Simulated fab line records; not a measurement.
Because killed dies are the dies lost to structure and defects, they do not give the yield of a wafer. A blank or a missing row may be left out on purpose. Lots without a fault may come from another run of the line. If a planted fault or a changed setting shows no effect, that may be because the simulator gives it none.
Which tool did it?	flow n5 finfet	Sampling: 23 lots, 69 wafers, 6 of 1938 route steps

## WHAT THE GAUGES READ, wafer by wafer
Not one reading of a measure or inspect step in the record can be checked against a usual standard deviation.

## EACH LOT AND THE TOOL THAT RAN IT (in order: tool; ch and the chambers of the sampled wafers; start)
lot	N5_BEOL_M0_ANNEAL_133	N5_BEOL_M1_ETCH_64	N5_BEOL_M1_DESCUM_33	N5_BEOL_M1_ETCH_70	N5_BEOL_M1_STRIP_36	N5_BEOL_M1_ALD_84
L074	pvd sputter-01, day 5 22:27	rie diel-05 ch 1,2, day 6 02:03	rie diel-04 ch 2,3, day 6 02:50	rie diel-04 ch 1,2, day 6 04:59	rie diel-04 ch 1,2, day 6 05:08	ald metal-04 ch 1,2,3, day 6 06:11
L075	pvd sputter-02, day 6 09:44	rie diel-04 ch 0,1,3, day 6 12:53	rie diel-04 ch 0,2,3, day 6 13:47	rie diel-05 ch 0,2,3, day 6 16:57	rie diel-05 ch 0,2,3, day 6 17:07	ald metal-01 ch 0,3, day 6 17:50
L076	pvd sputter-02, day 6 12:53	rie diel-03 ch 0,1,2, day 6 15:31	rie diel-05 ch 0,3, day 6 16:37	rie diel-04 ch 0,1,2, day 6 17:58	rie diel-04 ch 0,1,2, day 6 18:08	ald metal-04 ch 0,1,3, day 6 20:26
L077	pvd sputter-02, day 6 15:00	rie diel-04 ch 1,2,3, day 6 18:23	rie diel-05 ch 0,1,2, day 6 19:17	rie diel-03 ch 1,2,3, day 6 22:36	rie diel-03 ch 1,2,3, day 6 22:46	ald metal-04 ch 1,2,3, day 6 23:25
L078	pvd sputter-03, day 6 18:37	rie diel-03 ch 0,3, day 6 21:39	rie diel-04 ch 0,1, day 6 22:34	rie diel-03 ch 1,2,3, day 6 22:58	rie diel-03 ch 1,2,3, day 6 23:08	ald metal-02 ch 0,2, day 6 23:57
L079	pvd sputter-01, day 7 05:05	rie diel-03 ch 1,2,3, day 7 07:10	rie diel-05 ch 1,2,3, day 7 08:07	rie diel-03 ch 1,2,3, day 7 08:40	rie diel-03 ch 1,2,3, day 7 08:50	ald metal-02 ch 0,2,3, day 7 09:31
L080	pvd sputter-03, day 7 09:07	rie diel-03 ch 0,1,3, day 7 14:15	rie diel-05 ch 0,1,3, day 7 15:03	rie diel-03 ch 2,3, day 7 19:27	rie diel-03 ch 2,3, day 7 19:37	ald metal-04 ch 0,2, day 7 21:14
L082	pvd sputter-03, day 7 20:32	rie diel-03 ch 1,2, day 8 01:26	rie diel-05 ch 0,2, day 8 02:14	rie diel-03 ch 0,1, day 8 04:01	rie diel-03 ch 0,1, day 8 04:10	ald metal-04 ch 0,1,3, day 8 05:19
L083	pvd sputter-02, day 8 02:23	rie diel-04 ch 0,3, day 8 05:50	rie diel-03 ch 0,1,2, day 8 06:51	rie diel-05 ch 0,2,3, day 8 07:52	rie diel-05 ch 0,2,3, day 8 08:01	ald metal-01 ch 1,2,3, day 8 08:31
L084	pvd sputter-03, day 8 15:25	rie diel-05 ch 0,2,3, day 8 17:38	rie diel-03 ch 0,1,2, day 8 18:33	rie diel-04 ch 0,1,2, day 8 19:50	rie diel-04 ch 0,1,2, day 8 20:00	ald metal-04 ch 1,2,3, day 8 20:49
L085	pvd sputter-01, day 8 23:52	rie diel-03 ch 0,1,2, day 9 02:53	rie diel-03 ch 0,2,3, day 9 03:51	rie diel-05 ch 2,3, day 9 06:11	rie diel-05 ch 2,3, day 9 06:21	ald metal-02 ch 1,2, day 9 07:11
L087	pvd sputter-03, day 9 03:26	rie diel-05 ch 1,2,3, day 9 06:39	rie diel-05 ch 0,3, day 9 07:26	rie diel-05 ch 1,2,3, day 9 08:25	rie diel-05 ch 1,2,3, day 9 08:35	ald metal-04 ch 0,1,2, day 9 09:17
L086	pvd sputter-02, day 9 05:10	rie diel-03 ch 1,2, day 9 07:19	rie diel-05 ch 1,2,3, day 9 08:12	rie diel-04 ch 1,2, day 9 08:52	rie diel-04 ch 1,2, day 9 09:01	ald metal-04 ch 1,2,3, day 9 09:39
L088	pvd sputter-03, day 9 08:45	rie diel-03 ch 0,1,3, day 9 12:19	rie diel-03 ch 1,3, day 9 13:06	rie diel-03 ch 1,2,3, day 9 14:54	rie diel-03 ch 1,2,3, day 9 15:04	ald metal-02 ch 1,2,3, day 9 16:25
L089	pvd sputter-02, day 9 17:38	rie diel-05 ch 0,3, day 9 19:58	rie diel-03 ch 0,1,3, day 9 20:53	rie diel-05 ch 0,3, day 9 21:14	rie diel-05 ch 0,3, day 9 21:24	ald metal-04 ch 0,2,3, day 9 22:32
L090	pvd sputter-02, day 9 18:46	rie diel-05 ch 0,2,3, day 9 22:16	rie diel-03 ch 0,1,3, day 9 23:03	rie diel-04 ch 0,3, day 10 06:56	rie diel-04 ch 0,3, day 10 07:05	ald metal-01 ch 1,2, day 10 07:37
L091	pvd sputter-03, day 10 07:11	rie diel-04 ch 1,3, day 10 11:28	rie diel-04 ch 0,2,3, day 10 12:15	rie diel-04 ch 1,2, day 10 13:35	rie diel-04 ch 1,2, day 10 13:45	ald metal-02 ch 0,3, day 10 14:28
L092	pvd sputter-03, day 10 11:35	rie diel-05 ch 2,3, day 10 14:49	rie diel-03 ch 0,1,3, day 10 15:43	rie diel-03 ch 0,2, day 10 16:01	rie diel-03 ch 0,2, day 10 16:10	ald metal-04 ch 2,3, day 10 16:46
L093	pvd sputter-01, day 10 15:20	rie diel-03 ch 0,2,3, day 10 17:25	rie diel-05 ch 1,2,3, day 10 18:17	rie diel-04 ch 0,1,3, day 10 19:59	rie diel-04 ch 0,1,3, day 10 20:08	ald metal-01 ch 0,1,3, day 10 20:57
L095	pvd sputter-01, day 11 01:23	rie diel-05 ch 1,2,3, day 11 03:49	rie diel-05 ch 0,2,3, day 11 04:44	rie diel-04 ch 1,2,3, day 11 07:02	rie diel-04 ch 1,2,3, day 11 07:11	ald metal-01 ch 1,2,3, day 11 08:02
L094	pvd sputter-01, day 11 06:29	rie diel-05 ch 1,3, day 11 09:07	rie diel-03 ch 1,2,3, day 11 10:04	rie diel-03 ch 0,1,3, day 11 15:50	rie diel-03 ch 0,1,3, day 11 15:59	ald metal-01 ch 1,2,3, day 11 17:07
L096	pvd sputter-03, day 11 10:39	rie diel-03 ch 0,3, day 11 13:07	rie diel-05 ch 1,3, day 11 14:02	rie diel-04 ch 1,2, day 11 19:55	rie diel-04 ch 1,2, day 11 20:04	ald metal-04 ch 1,2, day 11 21:04
L097	pvd sputter-03, day 11 14:43	rie diel-05 ch 2,3, day 11 17:49	rie diel-05 ch 1,2,3, day 11 18:36	rie diel-04 ch 1,2,3, day 11 21:34	rie diel-04 ch 1,2,3, day 11 21:43	ald metal-02 ch 1,2,3, day 11 22:35
- N5_BEOL_M0_ANNEAL_133: time 60 s.
- N5_BEOL_M1_ETCH_64: etches SOC in N2/H2, target depth 75 nm, overetch 15 nm, time 112.5 s.
- N5_BEOL_M1_DESCUM_33: chemistry O2, time 7 s.
- N5_BEOL_M1_ETCH_70: etches SOC in N2/H2, target depth 80 nm, overetch 16 nm, time 120 s.
- N5_BEOL_M1_STRIP_36: strips in N2/H2.
- N5_BEOL_M1_ALD_84: deposits TaN, pulse time 2 s, purge time 3 s, co reactant purge time 2 s.

## AS READ BY THE TOOLS THEMSELVES (means over the sampled wafers that have a number; for cases with no such wafer, the mark the record gives instead)
N5_BEOL_M0_ANNEAL_133.
lot	tool	heater power w (W)
L074	pvd sputter-01	779
L075	pvd sputter-02	819
L076	pvd sputter-02	804
L077	pvd sputter-02	840
L078	pvd sputter-03	776
L079	pvd sputter-01	766
L080	pvd sputter-03	819
L082	pvd sputter-03	792
L083	pvd sputter-02	886
L084	pvd sputter-03	828
L085	pvd sputter-01	771
L087	pvd sputter-03	786
L086	pvd sputter-02	879
L088	pvd sputter-03	842
L089	pvd sputter-02	733
L090	pvd sputter-02	818
L091	pvd sputter-03	836
L092	pvd sputter-03	826
L093	pvd sputter-01	714
L095	pvd sputter-01	780
L094	pvd sputter-01	796
L096	pvd sputter-03	774
L097	pvd sputter-03	835

N5_BEOL_M1_ETCH_64.
lot	tool	drypump motor current A (A)	oes product au (a.u.)	rf vpp V (V)	showerhead plenum p Torr (Torr)	throttle valve pct (%)
L074	rie diel-05	5.77	0.66	526.0	2.64	17.94
L075	rie diel-04	5.92	0.62	521.5	2.49	17.86
L076	rie diel-03	5.86	0.60	524.5	2.54	18.01
L077	rie diel-04	5.96	0.61	522.3	2.48	17.86
L078	rie diel-03	6.12	0.57	522.4	2.49	18.03
L079	rie diel-03	5.68	0.58	522.3	2.49	17.95
L080	rie diel-03	5.89	0.57	521.6	2.46	18.06
L082	rie diel-03	5.63	0.60	523.1	2.50	18.03
L083	rie diel-04	5.76	0.58	522.4	2.45	17.96
L084	rie diel-05	5.89	0.61	524.2	2.55	18.02
L085	rie diel-03	5.87	0.58	523.9	2.53	18.05
L087	rie diel-05	5.83	0.60	523.9	2.54	17.94
L086	rie diel-03	5.67	0.60	523.7	2.57	17.97
L088	rie diel-03	5.88	0.64	524.6	2.56	17.91
L089	rie diel-05	5.88	0.56	522.8	2.48	18.12
L090	rie diel-05	5.88	0.60	524.4	2.55	18.04
L091	rie diel-04	6.15	0.61	522.5	2.52	17.99
L092	rie diel-05	5.88	0.63	525.8	2.60	17.96
L093	rie diel-03	5.94	0.63	526.5	2.62	17.83
L095	rie diel-05	5.83	0.67	523.6	2.54	17.82
L094	rie diel-05	5.89	0.64	520.8	2.45	17.79
L096	rie diel-03	5.94	0.67	526.3	2.64	17.71
L097	rie diel-05	5.95	0.61	522.9	2.51	17.94

N5_BEOL_M1_DESCUM_33.
lot	tool	drypump motor current A (A)	oes product au (a.u.)	rf vpp V (V)	showerhead plenum p Torr (Torr)	throttle valve pct (%)
L074	rie diel-04	6.00	0.74	242.7	2.05	20.60
L075	rie diel-04	5.79	0.73	241.3	2.01	20.53
L076	rie diel-05	5.88	0.71	242.0	2.05	20.76
L077	rie diel-05	5.76	0.76	243.6	2.13	20.66
L078	rie diel-04	5.67	0.77	241.3	2.01	20.34
L079	rie diel-05	5.82	0.78	242.8	2.11	20.56
L080	rie diel-05	5.83	0.71	242.6	2.05	20.66
L082	rie diel-05	5.81	0.82	243.4	2.18	20.69
L083	rie diel-03	5.85	0.75	243.1	2.10	20.64
L084	rie diel-03	5.85	0.74	243.2	2.10	20.64
L085	rie diel-03	5.91	0.83	244.6	2.17	20.50
L087	rie diel-05	5.94	0.72	242.1	2.02	20.69
L086	rie diel-05	5.81	0.77	242.9	2.10	20.59
L088	rie diel-03	5.65	0.83	242.6	2.08	20.39
L089	rie diel-03	5.87	0.81	243.3	2.11	20.48
L090	rie diel-03	5.88	0.80	243.2	2.11	20.48
L091	rie diel-04	5.78	0.78	243.2	2.09	20.44
L092	rie diel-03	5.88	0.80	243.1	2.11	20.49
L093	rie diel-05	5.83	0.87	243.5	2.10	20.48
L095	rie diel-05	5.87	0.75	242.4	2.09	20.72
L094	rie diel-03	5.69	0.81	243.5	2.14	20.46
L096	rie diel-05	5.78	0.88	241.9	2.05	20.32
L097	rie diel-05	5.82	0.84	242.8	2.10	20.49

N5_BEOL_M1_ETCH_70.
lot	tool	drypump motor current A (A)	oes product au (a.u.)	rf vpp V (V)	showerhead plenum p Torr (Torr)	throttle valve pct (%)
L074	rie diel-04	5.89	0.62	521	2.46	17.68
L075	rie diel-05	5.87	0.60	524	2.55	18.00
L076	rie diel-04	5.71	0.59	521	2.44	17.77
L077	rie diel-03	5.68	0.57	523	2.50	17.95
L078	rie diel-03	5.70	0.56	522	2.50	17.95
L079	rie diel-03	5.69	0.56	523	2.49	17.96
L080	rie diel-03	5.76	0.54	522	2.47	17.89
L082	rie diel-03	6.05	0.57	523	2.50	18.11
L083	rie diel-05	5.89	0.59	524	2.55	18.02
L084	rie diel-04	5.72	0.65	524	2.53	17.65
L085	rie diel-05	5.88	0.63	526	2.61	17.95
L087	rie diel-05	5.83	0.59	524	2.54	17.94
L086	rie diel-04	5.76	0.69	526	2.63	17.49
L088	rie diel-03	5.69	0.63	526	2.59	17.82
L089	rie diel-05	5.94	0.56	521	2.45	18.00
L090	rie diel-04	5.76	0.56	522	2.45	17.98
L091	rie diel-04	5.76	0.67	526	2.63	17.51
L092	rie diel-03	6.07	0.55	524	2.55	18.06
L093	rie diel-04	5.93	0.58	522	2.48	17.91
L095	rie diel-04	5.95	0.62	524	2.57	17.75
L094	rie diel-03	5.88	0.60	524	2.55	17.93
L096	rie diel-04	5.77	0.66	527	2.62	17.52
L097	rie diel-04	5.94	0.62	524	2.57	17.77

N5_BEOL_M1_STRIP_36.
lot	tool	drypump motor current A (A)	oes product au (a.u.)	rf vpp V (V)	showerhead plenum p Torr (Torr)	throttle valve pct (%)
L074	rie diel-04	5.90	0.82	59.5	2.46	23.51
L075	rie diel-05	5.89	0.78	60.5	2.55	23.81
L076	rie diel-04	5.73	0.77	59.7	2.43	23.62
L077	rie diel-03	5.67	0.74	59.0	2.49	23.84
L078	rie diel-03	5.68	0.74	58.4	2.49	23.82
L079	rie diel-03	5.72	0.73	59.7	2.49	23.81
L080	rie diel-03	5.74	0.70	59.0	2.47	23.68
L082	rie diel-03	6.05	0.74	59.2	2.50	23.99
L083	rie diel-05	5.87	0.77	58.7	2.55	23.84
L084	rie diel-04	5.74	0.84	60.2	2.53	23.52
L085	rie diel-05	5.88	0.83	59.4	2.61	23.79
L087	rie diel-05	5.84	0.76	57.8	2.54	23.75
L086	rie diel-04	5.75	0.91	58.9	2.63	23.36
L088	rie diel-03	5.71	0.82	59.3	2.59	23.70
L089	rie diel-05	5.94	0.72	58.6	2.45	23.67
L090	rie diel-04	5.78	0.73	58.8	2.44	23.92
L091	rie diel-04	5.75	0.88	59.1	2.62	23.37
L092	rie diel-03	6.10	0.72	58.8	2.55	23.90
L093	rie diel-04	5.93	0.76	58.6	2.47	23.79
L095	rie diel-04	5.94	0.82	59.6	2.57	23.61
L094	rie diel-03	5.89	0.79	59.6	2.55	23.82
L096	rie diel-04	5.73	0.86	59.1	2.62	23.39
L097	rie diel-04	5.96	0.81	59.5	2.57	23.61

N5_BEOL_M1_ALD_84.
lot	tool	heater power w (W)
L074	ald metal-04	391
L075	ald metal-01	397
L076	ald metal-04	382
L077	ald metal-04	391
L078	ald metal-02	388
L079	ald metal-02	390
L080	ald metal-04	396
L082	ald metal-04	380
L083	ald metal-01	380
L084	ald metal-04	386
L085	ald metal-02	396
L087	ald metal-04	397
L086	ald metal-04	389
L088	ald metal-02	389
L089	ald metal-04	396
L090	ald metal-01	377
L091	ald metal-02	395
L092	ald metal-04	401
L093	ald metal-01	373
L095	ald metal-01	371
L094	ald metal-01	374
L096	ald metal-04	410
L097	ald metal-02	393

## THE ANSWER, worked out from the rows above alone
Rule: what is usual is taken from the lots themselves. Put in order of their means at a reading, lots are off if they are a third of the lots or fewer, leave a main group of 4 or more, and stand apart from it by a gap of 3 or more times the standard deviation of the main group's means; of several such gaps the widest counts. Not used: any main group whose means are identical at the precision the tables above print for the reading. A lot without any number at a reading at which 4 lots or more have one is off too. Any other lot the step has rows for is counted as sound. Order of review: gauges by route order, followed by the tools' own readings, for which a lot's mean as printed above is used. At the first step where some lot is off, the reading lying furthest off is the one used; lots without a number count as furthest.
No lot is off at any reading shown: from this, nothing can be told.

## WHAT THE SIMULATOR HAD PUT IN
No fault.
